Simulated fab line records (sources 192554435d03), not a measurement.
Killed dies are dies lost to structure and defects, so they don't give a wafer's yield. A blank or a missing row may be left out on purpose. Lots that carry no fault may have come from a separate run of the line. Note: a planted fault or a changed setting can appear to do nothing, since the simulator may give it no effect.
Matching of chambers || flow n5 finfet || N5_BEOL_M14_STRIP_37 on rie diel-04 has 4 sister chambers
The step strips in O2. 4 wafers are shown with their chamber, then 9 later ones without.

== WAFERS WITH THEIR CHAMBER ==
{"wafer": "L085.3", "chamber": 1, "drypump motor current A (A)": 5.7}
{"wafer": "L089.5", "chamber": 3, "drypump motor current A (A)": 5.8}
{"wafer": "L090.3", "chamber": 2, "drypump motor current A (A)": 6.7}
{"wafer": "L090.6", "chamber": 0, "drypump motor current A (A)": 4.9}

== WAFERS WITHOUT THEIR CHAMBER ==
{"wafer": "L088.3", "drypump motor current A (A)": 4.9}
{"wafer": "L088.5", "drypump motor current A (A)": 6.8}
{"wafer": "L088.6", "drypump motor current A (A)": 4.9}
{"wafer": "L094.3", "drypump motor current A (A)": 6.8}
{"wafer": "L094.5", "drypump motor current A (A)": 4.9}
{"wafer": "L094.6", "drypump motor current A (A)": 5.7}
{"wafer": "L097.1", "drypump motor current A (A)": 5.8}
{"wafer": "L097.3", "drypump motor current A (A)": 5.7}
{"wafer": "L097.4", "drypump motor current A (A)": 5.0}

== THE CHAMBER EACH PASSED THROUGH ==
{"wafer": "L088.3", "from the rows above": 0, "in truth": 0}
{"wafer": "L088.5", "from the rows above": 2, "in truth": 2}
{"wafer": "L088.6", "from the rows above": 0, "in truth": 0}
{"wafer": "L094.3", "from the rows above": 2, "in truth": 2}
{"wafer": "L094.5", "from the rows above": 0, "in truth": 0}
{"wafer": "L094.6", "from the rows above": "can't be placed: 1 or 3", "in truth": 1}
{"wafer": "L097.1", "from the rows above": "can't be placed: 3 or 1", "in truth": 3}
{"wafer": "L097.3", "from the rows above": "can't be placed: 1 or 3", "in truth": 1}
{"wafer": "L097.4", "from the rows above": 0, "in truth": 0}
6 of 9 placed correctly. Unplaceable from these rows: 3, with the true chamber sitting among the candidates in 3. Number placed wrongly: 0.
How it was worked out, from the rows above alone: a wafer's distance from a chamber is the root of the sum, over the readings, of the square of ((its reading less the chamber's mean) divided by the reading's scatter). The wafer belongs to the nearest chamber; if the next one is less than 2 further off, it can't be placed. The mean given for a chamber averages the wafers shown for that chamber. The scatter (one wafer shown for each chamber): square how far every hidden wafer sits from the nearest shown wafer, average those squares and take the square root.
